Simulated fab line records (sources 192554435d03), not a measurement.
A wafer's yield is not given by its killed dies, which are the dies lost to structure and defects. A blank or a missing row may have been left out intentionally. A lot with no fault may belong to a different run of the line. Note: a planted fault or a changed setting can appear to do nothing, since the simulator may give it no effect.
fab line records + flow n5Finfet
[record]
- lots = 24
- wafers = 72
- lastDay = 18
route steps=1938 shown BEOL_M7@1331 BEOL_M8@1333
lots untouched by any fault: they come from a run of this same line in which no faults occurred
startH: the number of hours between the record's first day and the start of the first shown wafer of the lot + waitH: hours elapsed since this lot's preceding step + " unchanged from the row above + L1.1+2: several wafers, shown together as one row + - no value, or no start given + * or withheld: withheld + < > ~ a bound
route shown NAME@n: NAME is a module with steps in the file, n the number in the route of the first one + usual: mean and standard deviation over wafers with no fault + same: alike in all rows + chamber/n: place in a boat + sites: each site's reading + _std_site: the standard deviation of these + _edge_site: inner sites' mean taken away from outer sites' mean + radiusMm: how far each site lies from the wafer's centre + mask NAME#n: copy n + behind: tool/chamber where the wafer was last shaped + hold: the reason the lot was held/the length of the hold in hours/how it ended + device: whichever transistor did not switch (one of n, p or np) + end of line: the same wafers' tests at the end of the route + where a step has no rows: the recipe by itself + killed: at the first sort, the dies lost to defects and structure; wafer yield is something else + map: a wafer's dies, x killed, . not, _ none there
set.NAME: the setting as run; set.NAME@STEP: as run at that earlier step + model.NAME: the simulator's own value behind a step, which no gauge read
steps of the route over a sample of lots; a table a step, a row a wafer
services: from which hour (startH, from the record's first day; less than 0 if before it) a tool's chamber was out of use, for how many hours, and why
[[steps]]
[step N5_BEOL_M7_INSPECT_58]
[recipe]
- inspectInstrument = darkfield
- mode = postDep
[usual]
- rawDefectCount = 72/21
| lot.wafer | tool             | chamber | startH | waitH | rawDefectCount |
|-----------|------------------|---------|--------|-------|----------------|
| L074.3    | defectInspect-02 | -       | 207.25 | 0.0   | 80             |
| L074.4    | "                | -       | "      | "     | 78             |
| L074.6    | "                | -       | "      | "     | 82             |
| L075.1    | defectInspect-01 | -       | 216.34 | 0.0   | 45             |
| L075.3    | "                | -       | "      | "     | 52             |
| L075.5    | "                | -       | "      | "     | 58             |
| L076.1    | defectInspect-01 | -       | 216.97 | 0.0   | 81             |
| L076.4    | "                | -       | "      | "     | 104            |
| L076.6    | "                | -       | "      | "     | 55             |
| L077.3    | defectInspect-02 | -       | 236.58 | 0.0   | 59             |
| L077.4    | "                | -       | "      | "     | 83             |
| L077.6    | "                | -       | "      | "     | 74             |
| L079.1    | defectInspect-01 | -       | 246.66 | 0.0   | 59             |
| L079.4    | "                | -       | "      | "     | 31             |
| L079.6    | "                | -       | "      | "     | 47             |
| L078.2    | defectInspect-01 | -       | 247.07 | 0.0   | 68             |
| L078.3    | "                | -       | "      | "     | 59             |
| L078.6    | "                | -       | "      | "     | 64             |
| L080.4    | defectInspect-02 | -       | 250.68 | 0.0   | 55             |
| L080.5    | "                | -       | "      | "     | 75             |
| L080.6    | "                | -       | "      | "     | 74             |
| L082.2    | defectInspect-01 | -       | 257.98 | 0.0   | 38             |
| L082.4    | "                | -       | "      | "     | 76             |
| L082.5    | "                | -       | "      | "     | 33             |
| L081.3    | defectInspect-01 | -       | 258.05 | 0.0   | 82             |
| L081.5    | "                | -       | "      | "     | 95             |
| L081.6    | "                | -       | "      | "     | 92             |
| L083.1    | defectInspect-01 | -       | 262.69 | 0.0   | 75             |
| L083.4    | "                | -       | "      | "     | 97             |
| L083.6    | "                | -       | "      | "     | 86             |
| L084.1    | defectInspect-02 | -       | 268.25 | 0.0   | 82             |
| L084.4    | "                | -       | "      | "     | 69             |
| L084.6    | "                | -       | "      | "     | 92             |
| L085.1    | defectInspect-02 | -       | 278.34 | 0.0   | 138            |
| L085.2    | "                | -       | "      | "     | 91             |
| L085.3    | "                | -       | "      | "     | 84             |
| L087.1    | defectInspect-02 | -       | 286.33 | 0.0   | 98             |
| L087.3    | "                | -       | "      | "     | 115            |
| L087.5    | "                | -       | "      | "     | 86             |
| L086.2    | defectInspect-01 | -       | 289.07 | 0.0   | 66             |
| L086.3    | "                | -       | "      | "     | 74             |
| L086.4    | "                | -       | "      | "     | 47             |
| L090.1    | defectInspect-02 | -       | 297.83 | 0.0   | 86             |
| L090.3    | "                | -       | "      | "     | 81             |
| L090.6    | "                | -       | "      | "     | 66             |
| L089.1    | defectInspect-02 | -       | 302.18 | 0.0   | 52             |
| L089.5    | "                | -       | "      | "     | 89             |
| L089.6    | "                | -       | "      | "     | 58             |
| L088.1    | defectInspect-02 | -       | 307.02 | 0.0   | 79             |
| L088.4    | "                | -       | "      | "     | 85             |
| L088.5    | "                | -       | "      | "     | 61             |
| L093.1    | defectInspect-01 | -       | 314.22 | 0.0   | 83             |
| L093.3    | "                | -       | "      | "     | 97             |
| L093.4    | "                | -       | "      | "     | 76             |
| L092.1    | defectInspect-01 | -       | 315.79 | 0.0   | 72             |
| L092.2    | "                | -       | "      | "     | 94             |
| L092.3    | "                | -       | "      | "     | 126            |
| L091.1    | defectInspect-01 | -       | 333.96 | 0.0   | 78             |
| L091.2    | "                | -       | "      | "     | 103            |
| L091.4    | "                | -       | "      | "     | 119            |
| L094.3    | defectInspect-01 | -       | 338.41 | 0.0   | 88             |
| L094.4    | "                | -       | "      | "     | 54             |
| L094.6    | "                | -       | "      | "     | 34             |
| L096.3    | defectInspect-01 | -       | 338.70 | 0.0   | 73             |
| L096.5    | "                | -       | "      | "     | 77             |
| L096.6    | "                | -       | "      | "     | 73             |
| L095.2    | defectInspect-02 | -       | 343.59 | 0.0   | 83             |
| L095.5    | "                | -       | "      | "     | 52             |
| L095.6    | "                | -       | "      | "     | 56             |
| L097.2    | defectInspect-02 | -       | 350.77 | 0.0   | 133            |
| L097.3    | "                | -       | "      | "     | 75             |
| L097.5    | "                | -       | "      | "     | 86             |
[step N5_BEOL_M8_CURE_74]
[recipe]
- tempC = 385
- timeS = 240
- ambient = He/Ar
- material = SiCOH_lowk
[usual]
- lampPowerPct = 52.31/0.051
- wafer_temp_C_max = 386.8/0.65
| lot.wafer | tool      | chamber | startH | waitH | lampPowerPct | wafer_temp_C_max |
|-----------|-----------|---------|--------|-------|--------------|------------------|
| L074.3    | uvCure-02 | 1       | 207.51 | 0.2   | 52.34        | 386.6            |
| L074.4    | "         | 1       | "      | "     | 52.34        | 387.0            |
| L074.6    | "         | 1       | "      | "     | 52.34        | 386.6            |
| L075.1    | uvCure-03 | 2       | 217.11 | 0.7   | 52.32        | 386.4            |
| L075.3    | "         | 2       | "      | "     | 52.31        | 386.8            |
| L075.5    | "         | 2       | "      | "     | 52.32        | 386.8            |
| L076.1    | uvCure-03 | 0       | 217.89 | 0.9   | 52.31        | 385.9            |
| L076.4    | "         | 0       | "      | "     | 52.34        | 386.5            |
| L076.6    | "         | 0       | "      | "     | 52.33        | 385.8            |
| L077.3    | uvCure-03 | 2       | 237.20 | 0.6   | 52.32        | 386.1            |
| L077.4    | "         | 2       | "      | "     | 52.34        | 386.7            |
| L077.6    | "         | 2       | "      | "     | 52.34        | 387.1            |
| L079.1    | uvCure-01 | 0       | 246.76 | 0.0   | 52.41        | 386.6            |
| L079.4    | "         | 0       | "      | "     | 52.29        | 385.9            |
| L079.6    | "         | 0       | "      | "     | 52.29        | 386.2            |
| L078.2    | uvCure-03 | 0       | 247.66 | 0.5   | 52.21        | 386.2            |
| L078.3    | "         | 0       | "      | "     | 52.36        | 386.6            |
| L078.6    | "         | 0       | "      | "     | 52.31        | 386.8            |
| L080.4    | uvCure-01 | 1       | 251.02 | 0.3   | 52.35        | 386.4            |
| L080.5    | "         | 1       | "      | "     | 52.35        | 387.1            |
| L080.6    | "         | 1       | "      | "     | 52.25        | 387.4            |
| L082.2    | uvCure-01 | 2       | 258.16 | 0.1   | 52.33        | 389.1            |
| L082.4    | "         | 2       | "      | "     | 52.34        | 387.2            |
| L082.5    | "         | 2       | "      | "     | 52.30        | 388.0            |
| L081.3    | uvCure-02 | 0       | 258.47 | 0.4   | 52.32        | 388.8            |
| L081.5    | "         | 0       | "      | "     | 52.25        | 388.9            |
| L081.6    | "         | 0       | "      | "     | 52.23        | 388.0            |
| L083.1    | uvCure-01 | 1       | 262.80 | 0.0   | 52.31        | 386.8            |
| L083.4    | "         | 1       | "      | "     | 52.23        | 386.6            |
| L083.6    | "         | 1       | "      | "     | 52.31        | 386.3            |
| L084.1    | uvCure-02 | 2       | 268.35 | 0.0   | 52.32        | 386.3            |
| L084.4    | "         | 2       | "      | "     | 52.44        | 386.1            |
| L084.6    | "         | 2       | "      | "     | 52.36        | 385.9            |
| L085.1    | uvCure-02 | 1       | 278.44 | 0.0   | 52.38        | 386.7            |
| L085.2    | "         | 1       | "      | "     | 52.45        | 386.7            |
| L085.3    | "         | 1       | "      | "     | 52.28        | 386.9            |
| L087.1    | uvCure-02 | 1       | 286.43 | 0.0   | 52.35        | 386.3            |
| L087.3    | "         | 1       | "      | "     | 52.40        | 386.6            |
| L087.5    | "         | 1       | "      | "     | 52.44        | 386.5            |
| L086.2    | uvCure-03 | 1       | 289.25 | 0.1   | 52.37        | 386.6            |
| L086.3    | "         | 1       | "      | "     | 52.29        | 387.3            |
| L086.4    | "         | 1       | "      | "     | 52.34        | 386.7            |
| L090.1    | uvCure-02 | 1       | 297.93 | 0.0   | 52.34        | 386.6            |
| L090.3    | "         | 1       | "      | "     | 52.40        | 387.2            |
| L090.6    | "         | 1       | "      | "     | 52.31        | 386.5            |
| L089.1    | uvCure-02 | 1       | 302.28 | 0.0   | 52.37        | 386.8            |
| L089.5    | "         | 1       | "      | "     | 52.28        | 387.1            |
| L089.6    | "         | 1       | "      | "     | 52.24        | 386.7            |
| L088.1    | uvCure-02 | 2       | 307.12 | 0.0   | 52.32        | 386.3            |
| L088.4    | "         | 2       | "      | "     | 52.32        | 386.5            |
| L088.5    | "         | 2       | "      | "     | 52.24        | 386.8            |
| L093.1    | uvCure-01 | 1       | 314.32 | 0.0   | 52.27        | 387.2            |
| L093.3    | "         | 1       | "      | "     | 52.36        | 387.0            |
| L093.4    | "         | 1       | "      | "     | 52.25        | 387.2            |
| L092.1    | uvCure-02 | 2       | 315.89 | 0.0   | 52.30        | 386.6            |
| L092.2    | "         | 2       | "      | "     | 52.34        | 386.1            |
| L092.3    | "         | 2       | "      | "     | 52.30        | 386.3            |
| L091.1    | uvCure-02 | 2       | 334.16 | 0.1   | 52.25        | 386.2            |
| L091.2    | "         | 2       | "      | "     | 52.30        | 386.1            |
| L091.4    | "         | 2       | "      | "     | 52.35        | 386.3            |
| L094.3    | uvCure-03 | 1       | 338.67 | 0.2   | 52.32        | 386.8            |
| L094.4    | "         | 1       | "      | "     | 52.38        | 386.5            |
| L094.6    | "         | 1       | "      | "     | 52.26        | 386.9            |
| L096.3    | uvCure-02 | 0       | 338.96 | 0.2   | 52.26        | 387.6            |
| L096.5    | "         | 0       | "      | "     | 52.31        | 387.7            |
| L096.6    | "         | 0       | "      | "     | 52.34        | 387.7            |
| L095.2    | uvCure-03 | 0       | 343.77 | 0.1   | 52.25        | 385.7            |
| L095.5    | "         | 0       | "      | "     | 52.34        | 386.3            |
| L095.6    | "         | 0       | "      | "     | 52.28        | 386.4            |
| L097.2    | uvCure-01 | 0       | 351.03 | 0.2   | 52.37        | 386.8            |
| L097.3    | "         | 0       | "      | "     | 52.35        | 386.5            |
| L097.5    | "         | 0       | "      | "     | 52.33        | 387.0            |
[step N5_BEOL_M8_CD_MEAS_28]
[recipe]
- targetCdNm = 40
- landingEnergyEv = 500
- detector = seInlens
[usual]
- cdNm = 39.91/0.29
| lot.wafer | tool     | chamber | startH | waitH | cdNm  |
|-----------|----------|---------|--------|-------|-------|
| L074.3    | cdSem-01 | 0       | 211.25 | -     | 39.71 |
| L074.4    | "        | 0       | "      | "     | 39.97 |
| L074.6    | "        | 0       | "      | "     | 40.08 |
| L076.1    | cdSem-02 | 0       | 221.39 | -     | 39.80 |
| L076.4    | "        | 0       | "      | "     | 39.68 |
| L076.6    | "        | 0       | "      | "     | 39.45 |
| L075.1    | cdSem-03 | 0       | 221.67 | -     | 39.64 |
| L075.3    | "        | 0       | "      | "     | 40.11 |
| L075.5    | "        | 0       | "      | "     | 39.49 |
| L077.3    | cdSem-02 | 0       | 242.87 | -     | 39.97 |
| L077.4    | "        | 0       | "      | "     | 40.26 |
| L077.6    | "        | 0       | "      | "     | 40.69 |
| L079.1    | cdSem-03 | 0       | 251.41 | -     | 40.42 |
| L079.4    | "        | 0       | "      | "     | 40.05 |
| L079.6    | "        | 0       | "      | "     | 39.76 |
| L078.2    | cdSem-03 | 0       | 251.45 | -     | 40.22 |
| L078.3    | "        | 0       | "      | "     | 39.78 |
| L078.6    | "        | 0       | "      | "     | 40.16 |
| L080.4    | cdSem-01 | 0       | 255.41 | -     | 40.18 |
| L080.5    | "        | 0       | "      | "     | 40.20 |
| L080.6    | "        | 0       | "      | "     | 40.39 |
| L082.2    | cdSem-02 | 0       | 262.70 | -     | 39.70 |
| L082.4    | "        | 0       | "      | "     | 39.76 |
| L082.5    | "        | 0       | "      | "     | 39.55 |
| L081.3    | cdSem-03 | 0       | 262.80 | -     | 40.04 |
| L081.5    | "        | 0       | "      | "     | 40.08 |
| L081.6    | "        | 0       | "      | "     | 39.67 |
| L083.1    | cdSem-03 | 0       | 267.98 | -     | 39.93 |
| L083.4    | "        | 0       | "      | "     | 39.64 |
| L083.6    | "        | 0       | "      | "     | 39.71 |
| L084.1    | cdSem-03 | 0       | 272.36 | -     | 40.28 |
| L084.4    | "        | 0       | "      | "     | 40.43 |
| L084.6    | "        | 0       | "      | "     | 39.95 |
| L085.1    | cdSem-01 | 0       | 284.54 | -     | 39.73 |
| L085.2    | "        | 0       | "      | "     | 39.88 |
| L085.3    | "        | 0       | "      | "     | 39.37 |
| L087.1    | cdSem-02 | 0       | 289.30 | -     | 39.85 |
| L087.3    | "        | 0       | "      | "     | 40.21 |
| L087.5    | "        | 0       | "      | "     | 40.06 |
| L086.2    | cdSem-01 | 0       | 292.20 | -     | 39.74 |
| L086.3    | "        | 0       | "      | "     | 39.99 |
| L086.4    | "        | 0       | "      | "     | 40.08 |
| L090.1    | cdSem-02 | 0       | 301.84 | -     | 39.82 |
| L090.3    | "        | 0       | "      | "     | 39.73 |
| L090.6    | "        | 0       | "      | "     | 39.64 |
| L089.1    | cdSem-03 | 0       | 305.30 | -     | 39.81 |
| L089.5    | "        | 0       | "      | "     | 39.69 |
| L089.6    | "        | 0       | "      | "     | 39.17 |
| L088.1    | cdSem-01 | 0       | 310.23 | -     | 39.90 |
| L088.4    | "        | 0       | "      | "     | 39.55 |
| L088.5    | "        | 0       | "      | "     | 39.85 |
| L092.1    | cdSem-01 | 0       | 321.15 | -     | 40.14 |
| L092.2    | "        | 0       | "      | "     | 40.05 |
| L092.3    | "        | 0       | "      | "     | 39.69 |
| L093.1    | cdSem-01 | 0       | 321.32 | -     | 40.25 |
| L093.3    | "        | 0       | "      | "     | 40.37 |
| L093.4    | "        | 0       | "      | "     | 39.82 |
| L091.1    | cdSem-02 | 0       | 340.37 | -     | 39.25 |
| L091.2    | "        | 0       | "      | "     | 39.90 |
| L091.4    | "        | 0       | "      | "     | 39.91 |
| L094.3    | cdSem-01 | 0       | 342.31 | -     | 40.00 |
| L094.4    | "        | 0       | "      | "     | 39.77 |
| L094.6    | "        | 0       | "      | "     | 39.69 |
| L096.3    | cdSem-03 | 0       | 343.17 | -     | 39.95 |
| L096.5    | "        | 0       | "      | "     | 39.96 |
| L096.6    | "        | 0       | "      | "     | 40.06 |
| L095.2    | cdSem-01 | 0       | 348.53 | -     | 39.87 |
| L095.5    | "        | 0       | "      | "     | 40.46 |
| L095.6    | "        | 0       | "      | "     | 39.89 |
| L097.2    | cdSem-02 | 0       | 354.38 | -     | 39.95 |
| L097.3    | "        | 0       | "      | "     | 39.90 |
| L097.5    | "        | 0       | "      | "     | 40.21 |
[step N5_BEOL_M8_PRE_CLEAN_45]
[recipe]
- gas = H2/He
- timeS = 30
- tempC = 250
[usual]
- heaterPowerW = 334/24
| lot.wafer | tool          | chamber | startH | waitH | heaterPowerW |
|-----------|---------------|---------|--------|-------|--------------|
| L074.3    | pvdSputter-03 | -       | 214.61 | 0.0   | 352          |
| L074.4    | "             | -       | "      | "     | 297          |
| L074.6    | "             | -       | "      | "     | 290          |
| L076.1    | pvdSputter-03 | -       | 222.77 | 0.0   | 350          |
| L076.4    | "             | -       | "      | "     | 330          |
| L076.6    | "             | -       | "      | "     | 293          |
| L075.1    | pvdSputter-02 | -       | 223.15 | 0.0   | 316          |
| L075.3    | "             | -       | "      | "     | 372          |
| L075.5    | "             | -       | "      | "     | 318          |
| L077.3    | pvdSputter-02 | -       | 244.17 | 0.0   | 366          |
| L077.4    | "             | -       | "      | "     | 321          |
| L077.6    | "             | -       | "      | "     | 368          |
| L079.1    | pvdSputter-03 | -       | 252.89 | 0.0   | 286          |
| L079.4    | "             | -       | "      | "     | 330          |
| L079.6    | "             | -       | "      | "     | 354          |
| L078.2    | pvdSputter-01 | -       | 253.21 | 0.0   | 347          |
| L078.3    | "             | -       | "      | "     | 367          |
| L078.6    | "             | -       | "      | "     | 344          |
| L080.4    | pvdSputter-03 | -       | 256.87 | 0.0   | 354          |
| L080.5    | "             | -       | "      | "     | 331          |
| L080.6    | "             | -       | "      | "     | 297          |
| L082.2    | pvdSputter-03 | -       | 265.52 | 0.0   | 295          |
| L082.4    | "             | -       | "      | "     | 355          |
| L082.5    | "             | -       | "      | "     | 356          |
| L081.3    | pvdSputter-03 | -       | 265.70 | 0.0   | 354          |
| L081.5    | "             | -       | "      | "     | 359          |
| L081.6    | "             | -       | "      | "     | 344          |
| L083.1    | pvdSputter-01 | -       | 270.01 | 0.0   | 354          |
| L083.4    | "             | -       | "      | "     | 314          |
| L083.6    | "             | -       | "      | "     | 318          |
| L084.1    | pvdSputter-03 | -       | 273.81 | 0.0   | 333          |
| L084.4    | "             | -       | "      | "     | 336          |
| L084.6    | "             | -       | "      | "     | 333          |
| L085.1    | pvdSputter-02 | -       | 285.67 | 0.0   | 335          |
| L085.2    | "             | -       | "      | "     | 315          |
| L085.3    | "             | -       | "      | "     | 369          |
| L087.1    | pvdSputter-03 | -       | 290.59 | 0.0   | 325          |
| L087.3    | "             | -       | "      | "     | 333          |
| L087.5    | "             | -       | "      | "     | 292          |
| L086.2    | pvdSputter-02 | -       | 293.63 | 0.0   | 318          |
| L086.3    | "             | -       | "      | "     | 324          |
| L086.4    | "             | -       | "      | "     | 367          |
| L090.1    | pvdSputter-01 | -       | 303.59 | 0.0   | 373          |
| L090.3    | "             | -       | "      | "     | 349          |
| L090.6    | "             | -       | "      | "     | 352          |
| L089.1    | pvdSputter-03 | -       | 306.68 | 0.0   | 331          |
| L089.5    | "             | -       | "      | "     | 287          |
| L089.6    | "             | -       | "      | "     | 337          |
| L088.1    | pvdSputter-02 | -       | 311.99 | 0.0   | 337          |
| L088.4    | "             | -       | "      | "     | 317          |
| L088.5    | "             | -       | "      | "     | 360          |
| L092.1    | pvdSputter-03 | -       | 322.77 | 0.0   | 344          |
| L092.2    | "             | -       | "      | "     | 287          |
| L092.3    | "             | -       | "      | "     | 359          |
| L093.1    | pvdSputter-03 | -       | 322.95 | 0.0   | 296          |
| L093.3    | "             | -       | "      | "     | 350          |
| L093.4    | "             | -       | "      | "     | 350          |
| L091.1    | pvdSputter-03 | -       | 342.23 | 0.0   | 326          |
| L091.2    | "             | -       | "      | "     | 290          |
| L091.4    | "             | -       | "      | "     | 359          |
| L094.3    | pvdSputter-02 | -       | 343.65 | 0.0   | 320          |
| L094.4    | "             | -       | "      | "     | 349          |
| L094.6    | "             | -       | "      | "     | 346          |
| L096.3    | pvdSputter-03 | -       | 345.52 | 0.0   | 355          |
| L096.5    | "             | -       | "      | "     | 338          |
| L096.6    | "             | -       | "      | "     | 358          |
| L095.2    | pvdSputter-01 | -       | 350.15 | 0.0   | 354          |
| L095.5    | "             | -       | "      | "     | 382          |
| L095.6    | "             | -       | "      | "     | 320          |
| L097.2    | pvdSputter-03 | -       | 356.42 | 0.0   | 369          |
| L097.3    | "             | -       | "      | "     | 338          |
| L097.5    | "             | -       | "      | "     | 339          |
[step N5_BEOL_M8_ANNEAL_51]
[recipe]
- tempC = 225
- timeS = 90
- ambient = N2
[usual]
- wafer_temp_C_max = 225.9/0.43
| lot.wafer | tool         | chamber | startH | waitH | wafer_temp_C_max |
|-----------|--------------|---------|--------|-------|------------------|
| L074.3    | rtpAnneal-01 | 0       | 215.86 | 0.2   | 226.3            |
| L074.4    | "            | 0       | "      | "     | 226.2            |
| L074.6    | "            | 0       | "      | "     | 227.0            |
| L076.1    | rtpAnneal-02 | 0       | 224.34 | 0.4   | 225.4            |
| L076.4    | "            | 0       | "      | "     | 225.4            |
| L076.6    | "            | 0       | "      | "     | 225.5            |
| L075.1    | rtpAnneal-02 | 0       | 224.61 | 0.4   | 225.5            |
| L075.3    | "            | 0       | "      | "     | 225.6            |
| L075.5    | "            | 0       | "      | "     | 225.8            |
| L077.3    | rtpAnneal-01 | 0       | 245.73 | 0.5   | 226.6            |
| L077.4    | "            | 0       | "      | "     | 226.7            |
| L077.6    | "            | 0       | "      | "     | 226.5            |
| L079.1    | rtpAnneal-02 | 0       | 253.79 | 0.2   | 225.5            |
| L079.4    | "            | 0       | "      | "     | 225.7            |
| L079.6    | "            | 0       | "      | "     | 225.5            |
| L078.2    | rtpAnneal-02 | 0       | 254.38 | 0.3   | 225.8            |
| L078.3    | "            | 0       | "      | "     | 225.5            |
| L078.6    | "            | 0       | "      | "     | 225.6            |
| L080.4    | rtpAnneal-02 | 0       | 258.10 | 0.3   | 225.8            |
| L080.5    | "            | 0       | "      | "     | 225.5            |
| L080.6    | "            | 0       | "      | "     | 225.3            |
| L082.2    | rtpAnneal-01 | 0       | 267.01 | 0.4   | 226.2            |
| L082.4    | "            | 0       | "      | "     | 226.0            |
| L082.5    | "            | 0       | "      | "     | 226.1            |
| L081.3    | rtpAnneal-01 | 0       | 267.32 | 0.7   | 226.5            |
| L081.5    | "            | 0       | "      | "     | 226.5            |
| L081.6    | "            | 0       | "      | "     | 226.3            |
| L083.1    | rtpAnneal-02 | 0       | 270.84 | 0.1   | 225.4            |
| L083.4    | "            | 0       | "      | "     | 225.4            |
| L083.6    | "            | 0       | "      | "     | 225.2            |
| L084.1    | rtpAnneal-02 | 0       | 275.43 | 0.3   | 225.7            |
| L084.4    | "            | 0       | "      | "     | 225.6            |
| L084.6    | "            | 0       | "      | "     | 225.4            |
| L085.1    | rtpAnneal-01 | 0       | 288.10 | 0.4   | 226.5            |
| L085.2    | "            | 0       | "      | "     | 226.1            |
| L085.3    | "            | 0       | "      | "     | 225.9            |
| L087.1    | rtpAnneal-01 | 0       | 293.01 | 0.2   | 226.0            |
| L087.3    | "            | 0       | "      | "     | 226.4            |
| L087.5    | "            | 0       | "      | "     | 226.6            |
| L086.2    | rtpAnneal-01 | 0       | 295.09 | 0.2   | 226.2            |
| L086.3    | "            | 0       | "      | "     | 226.2            |
| L086.4    | "            | 0       | "      | "     | 226.4            |
| L090.1    | rtpAnneal-02 | 0       | 304.45 | 0.1   | 225.5            |
| L090.3    | "            | 0       | "      | "     | 225.7            |
| L090.6    | "            | 0       | "      | "     | 225.6            |
| L089.1    | rtpAnneal-02 | 0       | 307.70 | 0.2   | 225.6            |
| L089.5    | "            | 0       | "      | "     | 225.6            |
| L089.6    | "            | 0       | "      | "     | 225.4            |
| L088.1    | rtpAnneal-02 | 0       | 313.16 | 0.2   | 225.7            |
| L088.4    | "            | 0       | "      | "     | 225.5            |
| L088.5    | "            | 0       | "      | "     | 225.7            |
| L092.1    | rtpAnneal-01 | 0       | 323.70 | 0.1   | 226.4            |
| L092.2    | "            | 0       | "      | "     | 226.1            |
| L092.3    | "            | 0       | "      | "     | 226.2            |
| L093.1    | rtpAnneal-02 | 0       | 323.82 | 0.1   | 225.8            |
| L093.3    | "            | 0       | "      | "     | 225.6            |
| L093.4    | "            | 0       | "      | "     | 225.3            |
| L091.1    | rtpAnneal-02 | 0       | 343.11 | 0.2   | 225.7            |
| L091.2    | "            | 0       | "      | "     | 225.8            |
| L091.4    | "            | 0       | "      | "     | 225.9            |
| L094.3    | rtpAnneal-01 | 0       | 345.70 | 0.1   | 226.4            |
| L094.4    | "            | 0       | "      | "     | 226.2            |
| L094.6    | "            | 0       | "      | "     | 226.0            |
| L096.3    | rtpAnneal-01 | 0       | 346.59 | 0.1   | 226.2            |
| L096.5    | "            | 0       | "      | "     | 226.4            |
| L096.6    | "            | 0       | "      | "     | 226.2            |
| L095.2    | rtpAnneal-01 | 0       | 351.07 | 0.1   | 226.2            |
| L095.5    | "            | 0       | "      | "     | 226.1            |
| L095.6    | "            | 0       | "      | "     | 226.2            |
| L097.2    | rtpAnneal-02 | 0       | 357.37 | 0.1   | 225.2            |
| L097.3    | "            | 0       | "      | "     | 225.2            |
| L097.5    | "            | 0       | "      | "     | 225.7            |
[step N5_BEOL_M8_RS_MEAS_57]
[recipe]
- thkMeasGauge = four-point-probe
- reads = Cu_of_BEOL_M8_ECD_50+Co_of_BEOL_M8_CVD_78+TaN_of_BEOL_M8_ALD_77
[usual]
- M8_RS = 0.291/0.011
| lot.wafer | tool         | chamber | startH | waitH | M8_RS[ohm/sq] |
|-----------|--------------|---------|--------|-------|---------------|
| L074.3    | filmMetro-01 | -       | 216.51 | 0.1   | 0.273         |
| L074.4    | "            | -       | "      | "     | 0.295         |
| L074.6    | "            | -       | "      | "     | 0.282         |
| L076.1    | filmMetro-01 | -       | 225.08 | 0.1   | 0.286         |
| L076.4    | "            | -       | "      | "     | 0.299         |
| L076.6    | "            | -       | "      | "     | 0.290         |
| L075.1    | filmMetro-01 | -       | 225.33 | 0.1   | 0.301         |
| L075.3    | "            | -       | "      | "     | 0.309         |
| L075.5    | "            | -       | "      | "     | 0.310         |
| L077.3    | filmMetro-01 | -       | 246.40 | 0.1   | 0.274         |
| L077.4    | "            | -       | "      | "     | 0.291         |
| L077.6    | "            | -       | "      | "     | 0.286         |
| L079.1    | filmMetro-01 | -       | 254.51 | 0.1   | 0.283         |
| L079.4    | "            | -       | "      | "     | 0.295         |
| L079.6    | "            | -       | "      | "     | 0.277         |
| L078.2    | filmMetro-01 | -       | 255.19 | 0.1   | 0.292         |
| L078.3    | "            | -       | "      | "     | 0.295         |
| L078.6    | "            | -       | "      | "     | 0.295         |
| L080.4    | filmMetro-01 | -       | 258.69 | 0.0   | 0.287         |
| L080.5    | "            | -       | "      | "     | 0.298         |
| L080.6    | "            | -       | "      | "     | 0.283         |
| L082.2    | filmMetro-02 | -       | 267.68 | 0.1   | 0.283         |
| L082.4    | "            | -       | "      | "     | 0.280         |
| L082.5    | "            | -       | "      | "     | 0.274         |
| L081.3    | filmMetro-01 | -       | 267.96 | 0.1   | 0.307         |
| L081.5    | "            | -       | "      | "     | 0.315         |
| L081.6    | "            | -       | "      | "     | 0.309         |
| L083.1    | filmMetro-02 | -       | 271.56 | 0.1   | 0.291         |
| L083.4    | "            | -       | "      | "     | 0.284         |
| L083.6    | "            | -       | "      | "     | 0.276         |
| L084.1    | filmMetro-01 | -       | 276.18 | 0.1   | 0.283         |
| L084.4    | "            | -       | "      | "     | 0.291         |
| L084.6    | "            | -       | "      | "     | 0.285         |
| L085.1    | filmMetro-01 | -       | 289.09 | 0.1   | 0.287         |
| L085.2    | "            | -       | "      | "     | 0.278         |
| L085.3    | "            | -       | "      | "     | 0.278         |
| L087.1    | filmMetro-02 | -       | 294.00 | 0.1   | 0.274         |
| L087.3    | "            | -       | "      | "     | 0.278         |
| L087.5    | "            | -       | "      | "     | 0.287         |
| L086.2    | filmMetro-01 | -       | 295.99 | 0.1   | 0.281         |
| L086.3    | "            | -       | "      | "     | 0.297         |
| L086.4    | "            | -       | "      | "     | 0.291         |
| L090.1    | filmMetro-02 | -       | 305.18 | 0.1   | 0.292         |
| L090.3    | "            | -       | "      | "     | 0.296         |
| L090.6    | "            | -       | "      | "     | 0.290         |
| L089.1    | filmMetro-02 | -       | 308.42 | 0.1   | 0.292         |
| L089.5    | "            | -       | "      | "     | 0.274         |
| L089.6    | "            | -       | "      | "     | 0.292         |
| L088.1    | filmMetro-01 | -       | 313.88 | 0.1   | 0.287         |
| L088.4    | "            | -       | "      | "     | 0.282         |
| L088.5    | "            | -       | "      | "     | 0.314         |
| L092.1    | filmMetro-02 | -       | 324.45 | 0.1   | 0.294         |
| L092.2    | "            | -       | "      | "     | 0.297         |
| L092.3    | "            | -       | "      | "     | 0.285         |
| L093.1    | filmMetro-02 | -       | 324.55 | 0.1   | 0.285         |
| L093.3    | "            | -       | "      | "     | 0.293         |
| L093.4    | "            | -       | "      | "     | 0.303         |
| L091.1    | filmMetro-01 | -       | 343.83 | 0.1   | 0.290         |
| L091.2    | "            | -       | "      | "     | 0.299         |
| L091.4    | "            | -       | "      | "     | 0.291         |
| L094.3    | filmMetro-01 | -       | 346.34 | 0.1   | 0.313         |
| L094.4    | "            | -       | "      | "     | 0.301         |
| L094.6    | "            | -       | "      | "     | 0.291         |
| L096.3    | filmMetro-01 | -       | 347.23 | 0.1   | 0.284         |
| L096.5    | "            | -       | "      | "     | 0.296         |
| L096.6    | "            | -       | "      | "     | 0.276         |
| L095.2    | filmMetro-02 | -       | 351.79 | 0.1   | 0.293         |
| L095.5    | "            | -       | "      | "     | 0.293         |
| L095.6    | "            | -       | "      | "     | 0.309         |
| L097.2    | filmMetro-02 | -       | 358.05 | 0.1   | 0.304         |
| L097.3    | "            | -       | "      | "     | 0.302         |
| L097.5    | "            | -       | "      | "     | 0.307         |
[[services]]
| tool      | chamber | startH | hours | kind   |
|-----------|---------|--------|-------|--------|
| uvCure-01 | -       | 184.28 | 0.4   | repair |
| uvCure-02 | -       | 211.97 | 7.6   | repair |
| uvCure-01 | -       | 235.86 | 1.0   | pm     |
| uvCure-03 | -       | 236.04 | 1.0   | pm     |
| uvCure-01 | -       | 271.91 | 2.1   | pm     |
| uvCure-02 | -       | 340.00 | 7.5   | pm     |
[[key]]
fault none
